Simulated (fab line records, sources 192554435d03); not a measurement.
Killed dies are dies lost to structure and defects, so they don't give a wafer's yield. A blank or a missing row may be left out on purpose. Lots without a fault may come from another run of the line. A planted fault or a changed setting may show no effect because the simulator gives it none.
fab line records | flow n5_finfet
record lots=5 wafers=15 last_day=15
route steps=1938 shown BEOL_M8@1384 BEOL_M9@1401
lots that met no fault: from a run of the same line without faults
start_h: hours from the record's first day to the start of the lot's first wafer shown | wait_h: hours since the lot's step before | " the same as in the row above | L1.1+2: a row that stands for several wafers | - no value, or no start given | * or withheld: withheld | < > ~ a bound
route shown NAME@n: a module of which the file shows steps, and the number in the route of the first | usual: mean/standard deviation of fault-free wafers | same: alike in all rows | chamber/n: place in a boat | sites: the reading at each site | _std_site: their standard deviation | _edge_site: outer sites' mean less inner sites' | radius_mm: how far each site lies from the wafer's centre | mask NAME#n: copy n | behind: the tool/chamber that last shaped the wafer | hold: why the lot was held/for how many hours/how that ended | device: the transistor (n, p or np) that didn't switch | end of line: the same wafers' tests at the end of the route | a step without rows: its recipe alone | killed: dies lost to structure and defects at the first sort, not the wafer's yield | map: a wafer's dies, x killed, . not, _ none there
set.NAME: the setting as run; set.NAME@STEP: as run at that earlier step | model.NAME: the simulator's own value behind a step, which no gauge read
lots at some steps of the route; a table a step, a row a wafer
services: from which hour (start_h, from the record's first day; less than 0 if before it) a tool's chamber was out of use, for how many hours, and why
## steps
# step N5_BEOL_M8_SRD_43
# recipe time_s=30 temp_c=23 rinse_liquid=diw dry=ipa_marangoni
# columns lot.wafer tool chamber start_h wait_h
L076.1+2+5 wet_bench-01 5,2,7 216.07 0.0
L081.1+3+5 wet_bench-01 2,1,3 253.11 0.0
L080.2+4+5 wet_bench-04 6,1,5 274.05 0.0
L082.3+4+5 wet_bench-04 7,6,4 284.72 0.0
L085.1+3+6 wet_bench-01 2,1,6 290.77 0.0
# step N5_BEOL_M8_CD_MEAS_35
# recipe target_cd_nm=40 polarity=opening
# usual cd_nm=40.2/0.55
# columns lot.wafer tool chamber start_h wait_h cd_nm
L076.1 cd_sem-02 - 216.11 0.0 40.7
L076.2 " - " " 41.0
L076.5 " - " " 40.8
L081.1 cd_sem-02 - 253.15 0.0 39.3
L081.3 " - " " 40.1
L081.5 " - " " 39.9
L080.2 cd_sem-01 - 274.09 0.0 39.6
L080.4 " - " " 39.9
L080.5 " - " " 40.4
L082.3 cd_sem-02 - 284.77 0.0 39.5
L082.4 " - " " 40.6
L082.5 " - " " 40.3
L085.1 cd_sem-01 - 290.81 0.0 40.0
L085.3 " - " " 40.4
L085.6 " - " " 40.5
# step N5_BEOL_M8_CURE_75
# recipe temp_c=370 time_s=120 ambient=DMADMS/He material=SiCOH_lowk
# usual lamp_power_pct=52.31/0.056 wafer_temp_C_max=371.5/0.61
# columns lot.wafer tool chamber start_h wait_h lamp_power_pct wafer_temp_C_max
L076.1 uv_cure-02 0 216.17 0.1 52.25 371.7
L076.2 " 0 " " 52.22 371.3
L076.5 " 0 " " 52.30 371.5
L081.1 uv_cure-03 0 253.19 0.0 52.28 371.0
L081.3 " 0 " " 52.35 371.4
L081.5 " 0 " " 52.34 370.8
L080.2 uv_cure-02 2 274.18 0.1 52.28 371.8
L080.4 " 2 " " 52.33 371.5
L080.5 " 2 " " 52.29 371.8
L082.3 uv_cure-01 0 284.91 0.1 52.35 371.9
L082.4 " 0 " " 52.23 371.6
L082.5 " 0 " " 52.35 372.0
L085.1 uv_cure-01 1 290.85 0.0 52.31 371.5
L085.3 " 1 " " 52.36 371.7
L085.6 " 1 " " 52.24 371.2
# step N5_BEOL_M8_DEGAS_44
# recipe ambient=vacuum temp_c=250 time_s=60
# usual heater_power_w=339/27 susceptor_temp_C=250.02/0.16
# columns lot.wafer tool chamber start_h wait_h heater_power_w susceptor_temp_C
L076.1 pvd_sputter-02 - 216.50 0.3 358 249.86
L076.2 " - " " 346 250.36
L076.5 " - " " 363 249.86
L081.1 pvd_sputter-02 - 253.76 0.5 335 249.98
L081.3 " - " " 340 250.04
L081.5 " - " " 329 250.05
L080.2 pvd_sputter-02 - 275.08 0.9 327 250.18
L080.4 " - " " 355 249.95
L080.5 " - " " 351 250.06
L082.3 pvd_sputter-02 - 287.18 2.2 334 250.09
L082.4 " - " " 327 249.67
L082.5 " - " " 342 249.81
L085.1 pvd_sputter-02 - 291.32 0.4 347 250.22
L085.3 " - " " 327 250.37
L085.6 " - " " 328 250.04
# step N5_BEOL_M8_PRE_CLEAN_45
# recipe gas=H2/He time_s=30 temp_c=250
# usual heater_power_w=338/27 susceptor_temp_C=249.99/0.18
# columns lot.wafer tool chamber start_h wait_h heater_power_w susceptor_temp_C
L076.1 pvd_sputter-02 - 216.54 0.0 365 250.23
L076.2 " - " " 338 249.95
L076.5 " - " " 363 250.26
L081.1 pvd_sputter-02 - 253.80 0.0 330 249.79
L081.3 " - " " 341 250.23
L081.5 " - " " 328 249.76
L080.2 pvd_sputter-02 - 275.12 0.0 327 249.95
L080.4 " - " " 354 249.91
L080.5 " - " " 353 250.08
L082.3 pvd_sputter-02 - 287.22 0.0 339 250.13
L082.4 " - " " 334 250.04
L082.5 " - " " 347 249.97
L085.1 pvd_sputter-02 - 291.36 0.0 345 249.93
L085.3 " - " " 324 250.07
L085.6 " - " " 335 250.07
# step N5_BEOL_M8_ALD_77
# recipe material=TaN target_thk_a=20 temp_c=275 ald_precursor_family=PDMAT ald_co_reactant=NH3 pressure_torr=3 carrier_flow_sccm=1500 pulse_time_s=2 purge_time_s=3 co_reactant_purge_time_s=2 co_reactant_pulse_time_s=3 ald_cycles=40 precursor_vessel_temp_c=75 precursor_vessel_pressure_torr=26.25 precursor_vessel_carrier_sccm=1000
# usual heater_power_w=399/38 susceptor_temp_C=275.02/0.17
# same purge_time_s=3
# columns lot.wafer tool chamber start_h wait_h heater_power_w susceptor_temp_C
L076.1 ald_metal-02 1 216.60 0.0 456 274.63
L076.2 " 2 " " 484 274.90
L076.5 " 3 " " 324 275.22
L081.1 ald_metal-04 0 253.86 0.0 358 275.32
L081.3 " 1 " " 399 275.10
L081.5 " 0 " " 367 275.07
L080.2 ald_metal-04 3 275.32 0.2 419 275.04
L080.4 " 1 " " 408 275.27
L080.5 " 0 " " 363 274.95
L082.3 ald_metal-04 2 287.28 0.0 359 275.17
L082.4 " 3 " " 422 275.05
L082.5 " 1 " " 390 274.94
L085.1 ald_metal-01 3 291.44 0.1 337 275.13
L085.3 " 0 " " 445 275.05
L085.6 " 0 " " 440 275.08
# step N5_BEOL_M8_SURFACE_TREAT_79
# recipe gas=Ar time_s=* ion_energy_ev=* ion_current_ma_cm2=0.5 pressure_mtorr=* ar_flow_sccm=30
# usual throttle_valve_pct=*
# columns lot.wafer tool chamber start_h wait_h throttle_valve_pct
L076.1 pvd_sputter-03 - 216.89 0.2 *
L076.2 " - " " *
L076.5 " - " " *
L081.1 pvd_sputter-03 - 254.14 0.2 *
L081.3 " - " " *
L081.5 " - " " *
L080.2 pvd_sputter-02 - 275.70 0.3 *
L080.4 " - " " *
L080.5 " - " " *
L082.3 pvd_sputter-01 - 287.58 0.2 *
L082.4 " - " " *
L082.5 " - " " *
L085.1 pvd_sputter-02 - 291.75 0.2 *
L085.3 " - " " *
L085.6 " - " " *
# step N5_BEOL_M8_CVD_78
# recipe material=Co target_thk_a=20 temp_c=withheld precursor=CCTBA/H2 pressure_torr=30 time_s=142.3
# columns lot.wafer tool chamber start_h wait_h
L076.1+2+5 cvd_co-01 0,2,1 217.00 0.1
L081.1+3+5 cvd_co-01 1,2,1 254.20 0.0
L080.2+4+5 cvd_co-01 2,0,1 275.76 0.0
L082.3+4+5 cvd_co-01 2,2,0 287.74 0.1
L085.1+3+6 cvd_co-01 1,2,0 291.93 0.2
# step N5_BEOL_M8_SPUTTER_48
# recipe material=Cu target_thk_a=100 temp_c=-20 bias_v=60 power_w=26000 chamber_pressure_pa=0.13 time_s=1.667
# usual susceptor_temp_C=-20.01/0.12 throttle_valve_pct=30.0/1.1
# columns lot.wafer tool chamber start_h wait_h susceptor_temp_C throttle_valve_pct
L076.1 pvd_sputter-02 - 217.24 0.2 -19.91 31.7
L076.2 " - " " -20.12 30.3
L076.5 " - " " -19.93 29.9
L081.1 pvd_sputter-03 - 254.36 0.1 -20.04 30.2
L081.3 " - " " -20.22 31.4
L081.5 " - " " -20.09 31.3
L080.2 pvd_sputter-02 - 275.92 0.1 -20.08 31.9
L080.4 " - " " -20.05 28.3
L080.5 " - " " -20.02 30.1
L082.3 pvd_sputter-02 - 287.92 0.1 -19.82 31.9
L082.4 " - " " -19.86 29.7
L082.5 " - " " -19.75 28.4
L085.1 pvd_sputter-01 - 292.15 0.2 -19.98 30.1
L085.3 " - " " -20.03 29.7
L085.6 " - " " -20.04 30.1
# step N5_BEOL_M8_ECD_50
# recipe material=Cu target_thk_a=3000
# columns lot.wafer tool chamber start_h wait_h
L076.1+2+5 ecd_cu-02 0,1,1 217.35 0.1
L081.1+3+5 ecd_cu-01 0 254.48 0.1
L080.2+4+5 ecd_cu-01 0,1,1 276.04 0.1
L082.3+4+5 ecd_cu-01 1,0,0 288.06 0.1
L085.1+3+6 ecd_cu-01 1,0,1 292.27 0.1
# step N5_BEOL_M8_ANNEAL_51
# recipe temp_c=225 time_s=90 ambient=N2
# usual wafer_temp_C_max=225.87/0.2
# columns lot.wafer tool chamber start_h wait_h wafer_temp_C_max
L076.1 rtp_anneal-01 0 217.45 0.1 225.72
L076.2 " 0 " " 225.65
L076.5 " 0 " " 226.15
L081.1 rtp_anneal-02 0 254.57 0.1 225.79
L081.3 " 0 " " 225.88
L081.5 " 0 " " 225.71
L080.2 rtp_anneal-02 0 276.23 0.2 225.47
L080.4 " 0 " " 225.87
L080.5 " 0 " " 226.05
L082.3 rtp_anneal-01 0 288.22 0.1 226.07
L082.4 " 0 " " 226.01
L082.5 " 0 " " 225.85
L085.1 rtp_anneal-02 0 292.36 0.1 225.81
L085.3 " 0 " " 225.68
L085.6 " 0 " " 226.11
# step N5_BEOL_M8_CMP_52
# recipe stop_on=SiCOH_lowk t_overpolish_s=6.9 down_force_psi=1 platen_rpm=50 clearing_platen_down_force_psi=1.5 clearing_platen_rpm=50 post_cmp_clean=cu_alkaline target_thk_nm=80 clearing_platen_pad_velocity_m_s=0.99484 pad_velocity_m_s=0.99484
# usual barrier_field_endpoint_s=29.0/0.7 motor_current_A=5.4/0.64 overpolish_run_s=6.900/0.0083 time_to_endpoint_s=63.1/2.9
# columns lot.wafer tool chamber start_h wait_h barrier_field_endpoint_s motor_current_A overpolish_run_s time_to_endpoint_s
L076.2 cmp-03 0 217.78 0.2 28.1 5.2 6.907 57.5
L076.1 " 2 " " 28.3 5.2 6.911 59.2
L076.5 " 3 " " 28.4 5.9 6.899 59.3
L081.1 cmp-03 1 254.91 0.3 29.6 5.3 6.915 67.5
L081.3 " 3 " " 28.9 6.4 6.904 65.5
L081.5 " 0 " " 29.3 5.0 6.893 66.4
L080.4 cmp-04 1 276.49 0.1 29.2 6.7 6.881 66.7
L080.2 " 0 " " 29.3 4.7 6.907 67.1
L080.5 " 2 " " 29.5 5.4 6.897 65.4
L082.3 cmp-02 2 288.46 0.2 28.2 4.7 6.909 61.3
L082.4 " 0 " " 28.7 6.1 6.896 58.0
L082.5 " 1 " " 28.0 5.8 6.896 59.0
L085.3 cmp-04 1 292.66 0.2 29.0 6.3 6.887 65.6
L085.1 " 0 " " 29.5 4.8 6.896 64.8
L085.6 " 1 " " 30.1 6.6 6.904 64.9
# step N5_BEOL_M8_THK_MEAS_53
# recipe thk_meas_gauge=xrf reads=Cu_of_BEOL_M8_ECD_50
# usual M8_THK=80.1/2.2
# columns lot.wafer tool chamber start_h wait_h M8_THK[nm]
L076.1 film_metro-02 - 218.04 - 78.3
L076.2 " - " " 80.3
L076.5 " - " " 80.0
L081.1 film_metro-01 - 255.16 - 78.1
L081.3 " - " " 77.8
L081.5 " - " " 79.2
L080.2 film_metro-01 - 276.79 - 84.6
L080.4 " - " " 78.8
L080.5 " - " " 80.3
L082.3 film_metro-01 - 288.72 - 83.5
L082.4 " - " " 77.9
L082.5 " - " " 78.8
L085.1 film_metro-02 - 292.95 - 78.7
L085.3 " - " " 83.1
L085.6 " - " " 77.2
# step N5_BEOL_M8_PRE_CLEAN_55
# recipe gas=NH3 time_s=15 temp_c=withheld rf_power_w=300
# columns lot.wafer tool chamber start_h wait_h
L076.1+2+5 pecvd-02 1,0,2 218.08 0.0
L081.1+3+5 pecvd-04 2,0,1 255.20 0.0
L080.2+4+5 pecvd-04 0,2,0 276.83 0.0
L082.3+4+5 pecvd-04 1,2,1 288.75 0.0
L085.1+3+6 pecvd-02 1,0,0 292.99 0.0
# step N5_BEOL_M8_DEP_56
# recipe material=SiCN target_thk_a=100 temp_c=withheld precursor=3MS/NH3 pressure_torr=3 rf_w=202 time_s=17.5
# usual showerhead_plenum_p_Torr=3.667/0.013 throttle_valve_pct=8.9/0.34
# columns lot.wafer tool chamber start_h wait_h showerhead_plenum_p_Torr throttle_valve_pct
L076.1 pecvd-02 1 218.10 0.0 3.671 9.1
L076.2 " 0 " " 3.665 8.3
L076.5 " 2 " " 3.646 8.7
L081.1 pecvd-04 2 255.22 0.0 3.664 8.8
L081.3 " 0 " " 3.685 9.2
L081.5 " 1 " " 3.677 8.3
L080.2 pecvd-04 0 276.85 0.0 3.693 9.1
L080.4 " 2 " " 3.661 9.1
L080.5 " 0 " " 3.688 9.2
L082.3 pecvd-04 1 288.78 0.0 3.675 8.4
L082.4 " 2 " " 3.661 8.7
L082.5 " 1 " " 3.673 8.4
L085.1 pecvd-02 1 293.02 0.0 3.676 9.4
L085.3 " 0 " " 3.657 8.4
L085.6 " 0 " " 3.656 8.8
# step N5_BEOL_M8_RS_MEAS_57
# recipe thk_meas_gauge=four-point-probe reads=Cu_of_BEOL_M8_ECD_50+Co_of_BEOL_M8_CVD_78+TaN_of_BEOL_M8_ALD_77
# usual M8_RS=0.289/0.0091
# columns lot.wafer tool chamber start_h wait_h M8_RS[ohm/sq]
L076.1 film_metro-02 - 218.17 0.1 0.295
L076.2 " - " " 0.287
L076.5 " - " " 0.288
L081.1 film_metro-01 - 255.29 0.1 0.298
L081.3 " - " " 0.299
L081.5 " - " " 0.293
L080.2 film_metro-02 - 276.92 0.1 0.270
L080.4 " - " " 0.295
L080.5 " - " " 0.288
L082.3 film_metro-02 - 288.85 0.1 0.277
L082.4 " - " " 0.299
L082.5 " - " " 0.296
L085.1 film_metro-02 - 293.08 0.1 0.294
L085.3 " - " " 0.277
L085.6 " - " " 0.304
# step N5_BEOL_M8_INSPECT_58
# recipe inspect_instrument=darkfield mode=post_dep
# usual raw_defect_count=70/22
# columns lot.wafer tool chamber start_h wait_h raw_defect_count
L076.1 defect_inspect-01 - 218.20 0.0 98
L076.2 " - " " 63
L076.5 " - " " 124
L081.1 defect_inspect-01 - 255.32 0.0 70
L081.3 " - " " 75
L081.5 " - " " 49
L080.2 defect_inspect-02 - 276.95 0.0 47
L080.4 " - " " 46
L080.5 " - " " 60
L082.3 defect_inspect-02 - 288.88 0.0 103
L082.4 " - " " 105
L082.5 " - " " 108
L085.1 defect_inspect-01 - 293.11 0.0 68
L085.3 " - " " 54
L085.6 " - " " 77
# step N5_BEOL_M9_ILD_DEP_00
# recipe material=SiCOH_lowk target_thk_a=3085.1 temp_c=300 precursor=DEMS/porogen pressure_torr=5 rf_w=500 time_s=58
# usual heater_power_w=312/52 showerhead_plenum_p_Torr=5.745/0.019 susceptor_temp_C=299.96/0.18 throttle_valve_pct=13.7/0.57
# columns lot.wafer tool chamber start_h wait_h heater_power_w showerhead_plenum_p_Torr susceptor_temp_C throttle_valve_pct
L076.1 pecvd-03 1 218.23 0.0 351 5.747 300.08 14.4
L076.2 " 0 " " 359 5.771 299.80 13.8
L076.5 " 1 " " 358 5.762 299.78 14.6
L081.1 pecvd-01 2 255.36 0.0 349 5.746 300.25 12.8
L081.3 " 0 " " 299 5.743 300.25 13.9
L081.5 " 0 " " 306 5.752 299.94 14.0
L080.2 pecvd-03 0 276.98 0.0 374 5.762 300.02 13.5
L080.4 " 1 " " 367 5.735 299.87 14.7
L080.5 " 0 " " 388 5.775 300.20 13.6
L082.3 pecvd-01 0 288.91 0.0 321 5.748 300.03 13.8
L082.4 " 2 " " 352 5.746 299.97 12.7
L082.5 " 1 " " 259 5.715 299.80 13.5
L085.1 pecvd-01 0 293.15 0.0 325 5.754 299.90 13.9
L085.3 " 2 " " 355 5.751 300.11 12.6
L085.6 " 0 " " 332 5.759 299.82 14.0
# step N5_BEOL_M9_CURE_71
# recipe temp_c=385 time_s=240 ambient=He/Ar material=SiCOH_lowk
# usual lamp_power_pct=52.31/0.056 wafer_temp_C_max=386.9/0.65
# columns lot.wafer tool chamber start_h wait_h lamp_power_pct wafer_temp_C_max
L076.1 uv_cure-02 1 218.34 0.1 52.23 387.1
L076.2 " 1 " " 52.41 387.2
L076.5 " 1 " " 52.25 387.1
L081.1 uv_cure-02 0 255.43 0.0 52.25 385.9
L081.3 " 0 " " 52.34 387.7
L081.5 " 0 " " 52.34 386.6
L080.2 uv_cure-01 1 277.22 0.2 52.29 386.9
L080.4 " 1 " " 52.31 386.4
L080.5 " 1 " " 52.31 386.6
L082.3 uv_cure-02 2 289.15 0.2 52.32 387.6
L082.4 " 2 " " 52.39 387.5
L082.5 " 2 " " 52.30 386.3
L085.1 uv_cure-01 0 293.23 0.0 52.34 386.6
L085.3 " 0 " " 52.37 387.3
L085.6 " 0 " " 52.32 386.8
# step N5_BEOL_M9_THK_MEAS_01
# recipe reads=SiCOH_lowk_of_BEOL_M9_ILD_DEP_00
# usual M9_ILD_THK=267/3.5
# columns lot.wafer tool chamber start_h wait_h M9_ILD_THK[nm]
L076.1 film_metro-02 - 218.85 0.4 268
L076.2 " - " " 268
L076.5 " - " " 270
L081.1 film_metro-02 - 255.95 0.4 269
L081.3 " - " " 265
L081.5 " - " " 270
L080.2 film_metro-02 - 278.05 0.7 266
L080.4 " - " " 266
L080.5 " - " " 268
L082.3 film_metro-02 - 289.50 0.3 262
L082.4 " - " " 270
L082.5 " - " " 268
L085.1 film_metro-02 - 293.74 0.4 265
L085.3 " - " " 263
L085.6 " - " " 272
# step N5_BEOL_M9_PECVD_70
# recipe material=SiO2 target_thk_a=200 temp_c=400 precursor=TEOS/O2 pressure_torr=5.5 rf_w=450 teos_flow_sccm=53.8 gas=O2 flow_sccm=3000 time_s=22.7
# usual heater_power_w=695/110 showerhead_plenum_p_Torr=8.81/0.073 susceptor_temp_C=400.02/0.22 throttle_valve_pct=22.0/0.93
# columns lot.wafer tool chamber start_h wait_h heater_power_w showerhead_plenum_p_Torr susceptor_temp_C throttle_valve_pct
L076.1 pecvd-03 0 218.89 0.0 840 8.89 399.76 21.9
L076.2 " 1 " " 704 8.82 399.91 23.8
L076.5 " 0 " " 826 8.90 399.68 22.4
L081.1 pecvd-03 0 255.98 0.0 825 8.90 400.03 22.1
L081.3 " 2 " " 795 8.69 400.37 21.6
L081.5 " 0 " " 830 8.89 399.80 22.2
L080.2 pecvd-04 2 278.09 0.0 677 8.76 400.09 21.8
L080.4 " 1 " " 583 8.82 399.97 21.0
L080.5 " 0 " " 478 8.89 399.90 22.9
L082.3 pecvd-04 1 289.54 0.0 626 8.84 399.83 21.0
L082.4 " 2 " " 757 8.78 400.20 21.8
L082.5 " 1 " " 612 8.84 400.07 20.7
L085.1 pecvd-01 1 293.78 0.0 647 8.73 399.88 21.9
L085.3 " 0 " " 691 8.85 399.97 22.4
L085.6 " 0 " " 703 8.88 400.01 22.4
# step N5_BEOL_M9_HM_DEP_02
# recipe material=TiN target_thk_a=200 temp_c=25 chamber_pressure_pa=0.49996
# usual susceptor_temp_C=24.98/0.11 throttle_valve_pct=30.0/1
# columns lot.wafer tool chamber start_h wait_h susceptor_temp_C throttle_valve_pct
L076.1 pvd_sputter-03 - 219.47 0.6 25.21 31.3
L076.2 " - " " 24.85 30.3
L076.5 " - " " 24.95 28.6
L081.1 pvd_sputter-02 - 257.50 1.5 24.67 28.2
L081.3 " - " " 24.97 29.7
L081.5 " - " " 24.89 31.5
L080.2 pvd_sputter-03 - 279.08 1.0 24.85 28.7
L080.4 " - " " 24.99 29.9
L080.5 " - " " 24.98 31.5
L082.3 pvd_sputter-02 - 290.54 1.0 25.09 29.6
L082.4 " - " " 24.81 31.8
L082.5 " - " " 24.90 30.3
L085.1 pvd_sputter-02 - 294.57 0.8 25.10 31.7
L085.3 " - " " 24.97 29.9
L085.6 " - " " 25.02 30.1
# step N5_BEOL_M9_COAT_59
# recipe resist=SOC temp_c=250 time_s=60 spin_rpm=1500 resist_thk_nm=100
# columns lot.wafer tool chamber start_h wait_h
L076.1+2+5 litho_track-02 0 219.60 0.1
L081.1+3+5 litho_track-01 0 257.62 0.1
L080.2+4+5 litho_track-01 0 279.21 0.1
L082.3+4+5 litho_track-04 0 290.68 0.1
L085.1+3+6 litho_track-02 0 294.71 0.1
# step N5_BEOL_M9_COAT_60
# recipe resist=SiARC temp_c=220 time_s=60 spin_rpm=1500 resist_thk_nm=30
# columns lot.wafer tool chamber start_h wait_h
L076.1+2+5 litho_track-02 0 - -
L081.1+3+5 litho_track-01 0 - -
L080.2+4+5 litho_track-01 0 - -
L082.3+4+5 litho_track-04 0 - -
L085.1+3+6 litho_track-02 0 - -
# step N5_BEOL_M9_COAT_05
# recipe resist=CAR-ArF spin_rpm=1500 resist_thk_nm=90
# columns lot.wafer tool chamber start_h wait_h
L076.1+2+5 litho_track-02 0 - -
L081.1+3+5 litho_track-01 0 - -
L080.2+4+5 litho_track-01 0 - -
L082.3+4+5 litho_track-04 0 - -
L085.1+3+6 litho_track-02 0 - -
# step N5_BEOL_M9_EBR_07
# recipe solvent=PGMEA ebr_width_mm=1.5
# columns lot.wafer tool chamber start_h wait_h
L076.1+2+5 litho_track-02 0 - -
L081.1+3+5 litho_track-01 0 - -
L080.2+4+5 litho_track-01 0 - -
L082.3+4+5 litho_track-04 0 - -
L085.1+3+6 litho_track-02 0 - -
# step N5_BEOL_M9_SOFTBAKE_06
# recipe temp_c=110 time_s=60 resist=CAR-ArF
# columns lot.wafer tool chamber start_h wait_h
L076.1+2+5 litho_track-02 0 - -
L081.1+3+5 litho_track-01 0 - -
L080.2+4+5 litho_track-01 0 - -
L082.3+4+5 litho_track-04 0 - -
L085.1+3+6 litho_track-02 0 - -
# step N5_BEOL_M9_EXPOSE_08
# recipe mask_id=M9 na=1.35 source_shape=dipole sigma_inner=0.411 sigma_outer=0.611 polarization=te dose_mj=53.75
# usual reticle_temp_C=23.00/0.1
# same dipole_opening_deg=40
# columns lot.wafer tool chamber start_h wait_h mask reticle_temp_C
L076.1 arfi_scanner-02 0 219.71 - M9#0 23.03
L076.2 " 0 " " M9#0 23.01
L076.5 " 0 " " M9#0 22.96
L081.1 arfi_scanner-01 0 257.86 - M9#0 23.00
L081.3 " 0 " " M9#0 22.98
L081.5 " 0 " " M9#0 23.04
L080.2 arfi_scanner-01 0 279.33 - M9#0 23.04
L080.4 " 0 " " M9#0 22.87
L080.5 " 0 " " M9#0 22.99
L082.3 arfi_scanner-01 0 290.93 - M9#0 23.03
L082.4 " 0 " " M9#0 23.21
L082.5 " 0 " " M9#0 23.16
L085.1 arfi_scanner-02 0 294.95 - M9#0 23.00
L085.3 " 0 " " M9#0 23.22
L085.6 " 0 " " M9#0 23.02
# step N5_BEOL_M9_PEB_09
# recipe peb_temp_c=withheld peb_time_s=60 resist=CAR-ArF
# columns lot.wafer tool chamber start_h wait_h
L076.1+2+5 litho_track-04 0 219.77 0.1
L081.1+3+5 litho_track-01 0 257.92 0.1
L080.2+4+5 litho_track-02 0 279.39 0.0
L082.3+4+5 litho_track-02 0 290.98 0.0
L085.1+3+6 litho_track-01 0 295.01 0.1
# step N5_BEOL_M9_DEVELOP_10
# recipe develop_time_s=30 developer=TMAH resist=CAR-ArF rinse_liquid=diw dry=air_spin dev_temp_c=23
# columns lot.wafer tool chamber start_h wait_h
L076.1+2+5 litho_track-04 0 - -
L081.1+3+5 litho_track-01 0 - -
L080.2+4+5 litho_track-02 0 - -
L082.3+4+5 litho_track-02 0 - -
L085.1+3+6 litho_track-01 0 - -
# step N5_BEOL_M9_CD_MEAS_11
# recipe target_cd_nm=64.1 landing_energy_ev=500 detector=se_inlens polarity=opening
# usual cd_nm=63.8/0.51
# columns lot.wafer tool chamber start_h wait_h cd_nm
L076.1 cd_sem-02 0 219.84 - 63.7
L076.2 " 0 " " 63.7
L076.5 " 0 " " 63.8
L081.1 cd_sem-03 0 257.99 - 63.3
L081.3 " 0 " " 64.2
L081.5 " 0 " " 63.8
L080.2 cd_sem-03 0 279.45 - 63.3
L080.4 " 0 " " 62.7
L080.5 " 0 " " 63.4
L082.3 cd_sem-02 0 291.05 - 63.4
L082.4 " 0 " " 62.9
L082.5 " 0 " " 63.7
L085.1 cd_sem-03 0 295.08 - 64.1
L085.3 " 0 " " 63.9
L085.6 " 0 " " 63.6
# step N5_BEOL_M9_OVL_MEAS_12
# recipe points_per_wafer=44
# usual M9_OVL=-0.2/0.63
# columns lot.wafer tool chamber start_h wait_h M9_OVL[nm]
L076.1 overlay-02 0 219.87 0.0 -0.7
L076.2 " 0 " " -0.2
L076.5 " 0 " " -0.1
L081.1 overlay-01 0 258.02 0.0 -0.5
L081.3 " 0 " " -0.1
L081.5 " 0 " " -0.2
L080.2 overlay-01 0 279.48 0.0 0.0
L080.4 " 0 " " -0.9
L080.5 " 0 " " -0.5
L082.3 overlay-01 0 291.08 0.0 -0.3
L082.4 " 0 " " -1.3
L082.5 " 0 " " -0.6
L085.1 overlay-02 0 295.11 0.0 0.3
L085.3 " 0 " " 0.5
L085.6 " 0 " " -0.2
# step N5_BEOL_M9_INSPECT_13
# recipe mode=adi inspect_instrument=brightfield
# usual raw_defect_count=399/100
# columns lot.wafer tool chamber start_h wait_h raw_defect_count
L076.1 defect_inspect-02 - 219.90 0.0 428
L076.2 " - " " 432
L076.5 " - " " 490
L081.1 defect_inspect-01 - 258.04 0.0 631
L081.3 " - " " 583
L081.5 " - " " 459
L080.2 defect_inspect-01 - 279.51 0.0 439
L080.4 " - " " 339
L080.5 " - " " 382
L082.3 defect_inspect-01 - 291.10 0.0 493
L082.4 " - " " 363
L082.5 " - " " 456
L085.1 defect_inspect-01 - 295.13 0.0 281
L085.3 " - " " 293
L085.6 " - " " 373
# step N5_BEOL_M9_DESCUM_16
# recipe chemistry=O2 time_s=7.9 source_power_w=50 bias_power_w=20 pressure_mtorr=20 rf_frequency_hz=2.712e+07 temp_c=40 resist=CAR-ArF o2_flow_sccm=225
# usual drypump_motor_current_A=5.7/0.7 o2_flow_sccm=224.9/0.71 oes_product_au=0.75/0.059 rf_vpp_V=242.7/1.3 showerhead_plenum_p_Torr=2.06/0.055 throttle_valve_pct=20.34/0.18
# columns lot.wafer tool chamber start_h wait_h drypump_motor_current_A o2_flow_sccm oes_product_au rf_hours_counter_h rf_vpp_V showerhead_plenum_p_Torr throttle_valve_pct
L076.1 rie_diel-04 0 220.21 0.3 5.4 225.6 0.72 200 244.8 2.17 20.35
L076.2 " 1 " " 4.7 224.5 0.74 170 243.5 2.18 20.31
L076.5 " 1 " " 4.7 224.7 0.73 - 245.4 2.18 20.32
L081.1 rie_diel-01 0 258.15 0.1 5.6 224.4 0.79 142 244.0 2.11 20.56
L081.3 " 3 " " 6.4 224.8 0.83 60 242.9 2.04 20.39
L081.5 " 2 " " 5.2 223.8 0.70 - 243.9 2.06 20.04
L080.2 rie_diel-01 0 279.57 0.1 5.6 225.3 0.79 148 244.8 2.10 20.56
L080.4 " 2 " " 5.2 225.4 0.69 191 241.5 2.06 20.07
L080.5 " 3 " " 6.4 225.6 0.83 - 243.1 2.04 20.40
L082.3 rie_diel-03 3 291.34 0.2 6.4 225.5 0.70 231 240.4 2.04 20.31
L082.4 " 0 " " 6.4 224.5 0.79 119 243.2 2.10 20.25
L082.5 " 0 " " 6.4 225.1 0.78 - 244.1 2.10 20.24
L085.1 rie_diel-04 2 295.25 0.1 6.5 225.2 0.84 50 244.1 2.06 20.27
L085.3 " 0 " " 5.4 224.5 0.70 221 242.8 2.16 20.40
L085.6 " 3 " " 6.8 225.3 0.80 - 243.1 2.03 20.41
## services
# columns tool chamber start_h hours kind
cmp-03 - 195.36 1.5 repair
pvd_sputter-02 - 197.53 7.5 repair
rie_diel-01 3 199.51 13.7 repair
cmp-02 - 203.16 2.4 repair
rie_diel-01 1 203.97 4.9 repair
cmp-03 - 205.24 4.4 pm
uv_cure-01 - 211.12 6.1 repair
arfi_scanner-02 - 215.95 2.5 repair
pecvd-03 0 222.15 4.3 repair
arfi_scanner-02 - 224.92 1.3 pm
uv_cure-02 - 225.19 7.1 pm
arfi_scanner-02 - 226.73 0.4 repair
ecd_cu-01 - 228.40 8.6 pm
arfi_scanner-02 - 228.41 1.0 pm
cvd_co-01 2 232.36 3.2 repair
rie_diel-01 3 233.71 4.6 repair
cmp-04 - 236.49 3.8 pm
arfi_scanner-01 - 245.21 3.9 pm
pecvd-03 - 250.63 0.8 pm
arfi_scanner-01 - 253.51 1.0 pm
arfi_scanner-02 - 259.70 4.9 pm
arfi_scanner-02 - 277.27 0.8 pm
pecvd-04 0 281.77 3.5 repair
pecvd-02 - 282.92 1.1 repair
## key
fault none
